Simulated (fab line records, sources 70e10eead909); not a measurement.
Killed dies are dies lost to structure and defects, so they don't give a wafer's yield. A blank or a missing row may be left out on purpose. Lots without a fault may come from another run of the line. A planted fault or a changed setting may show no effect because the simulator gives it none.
One fault seen from 3 desks | flow nand_harc | each desk has only its own numbers; what lay behind them comes last

THE METROLOGY DESK
What the gauges read, lot by lot, whatever tool the lot ran on: means of the sampled wafers that have a number. A lot is out of limits, marked OUT, if its mean lies more than 4 standard deviations from the usual mean; the brackets give that distance.
Columns: A = thk_nm at NHARC_P_M1_THK_MEAS_24, usual 157.0 nm; B = overlay_x_nm at NHARC_P_M2_OVL_MEAS_10, usual -0.1 nm; C = overlay_y_nm at NHARC_P_M2_OVL_MEAS_10, usual 0.1 nm
lot  | first seen here | A     | B    | C
L837 | day 6 16:35     | 156.3 | 0.0  | -0.1
L838 | day 6 20:41     | 158.4 | 0.6  | -0.8
L839 | day 7 02:20     | 156.6 | 0.5  | 0.1
L841 | day 7 10:45     | 156.4 | 0.1  | 1.0
L846 | day 8 05:54     | 157.9 | -0.6 | 0.2
L849 | day 9 09:10     | 158.4 | -0.9 | 1.2
L850 | day 9 15:01     | 158.0 | -0.7 | 0.5
L854 | day 10 09:32    | 156.8 | 0.6  | 0.5
L858 | day 11 07:26    | 155.8 | 0.7  | 2.4
L857 | day 11 09:59    | 157.9 | -0.4 | 0.3
L860 | day 11 22:53    | 157.6 | -0.6 | -0.3
This desk's finding: nothing out of limits on any of the 11 lots.

THE TOOL OWNER'S DESK: pecvd-03
The tool's own readings at NHARC_P_M1_DEP_33 (deposits SiCN, target thk 30 nm): means of the sampled wafers that have a number, for each lot that ran on this tool. A lot is out of limits, marked OUT, if its mean lies more than 4 standard deviations from the usual mean; the brackets give that distance.
Columns: A = heater_power_w at NHARC_P_M1_DEP_33, usual 566 W
lot  | first seen here | A
L837 | day 6 16:54     | 580
L839 | day 7 02:38     | 518
L841 | day 7 11:09     | 552
L846 | day 8 06:17     | 570
L849 | day 9 09:34     | 570
L850 | day 9 15:19     | 539
This desk's finding: nothing out of limits on any of the 6 lots.

THE DEFECT DESK
What the inspections along the route counted, lot by lot: means of the sampled wafers that have a number. A lot is out of limits, marked OUT, if its mean lies more than 4 standard deviations from the usual mean; the brackets give that distance.
Columns: A = raw_defect_count at NHARC_P_M2_INSPECT_11, usual 4.5
lot  | first seen here | A
L837 | day 6 18:17     | 3.7
L838 | day 6 22:13     | 8.7
L839 | day 7 03:59     | 4.3
L841 | day 7 12:17     | 9.0
L846 | day 8 07:41     | 5.3
L849 | day 9 11:34     | 482.7 (+99 or more) OUT
L850 | day 9 16:41     | 239.0 (+84) OUT
L854 | day 10 11:19    | 3.3
L858 | day 11 09:14    | 3.7
L857 | day 11 11:31    | 3.0
L860 | day 12 00:34    | 6.7
This desk's finding: out of limits on L849, L850; first on L849, day 9 11:34 (raw_defect_count at NHARC_P_M2_INSPECT_11). In limits: L837, L838, L839, L841, L846, L854, L858, L857, L860.

PUT TOGETHER
The defect desk could have raised an alarm at day 9 11:34, on L849, L850.
The metrology desk saw nothing out of limits.
The tool owner's desk saw nothing out of limits.
The metrology desk has L849, L850 on record, within its limits.
The tool owner's desk has L849, L850 on record, within its limits.
Of the lots named, all ran NHARC_P_M1_DEP_33 on pecvd-03.

WHAT THE SIMULATOR HAD PUT IN
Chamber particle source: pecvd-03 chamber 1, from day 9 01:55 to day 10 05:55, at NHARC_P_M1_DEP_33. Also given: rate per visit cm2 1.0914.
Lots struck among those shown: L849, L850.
Hours from the fault's start to each desk's first reading out of limits: the defect desk, 10.
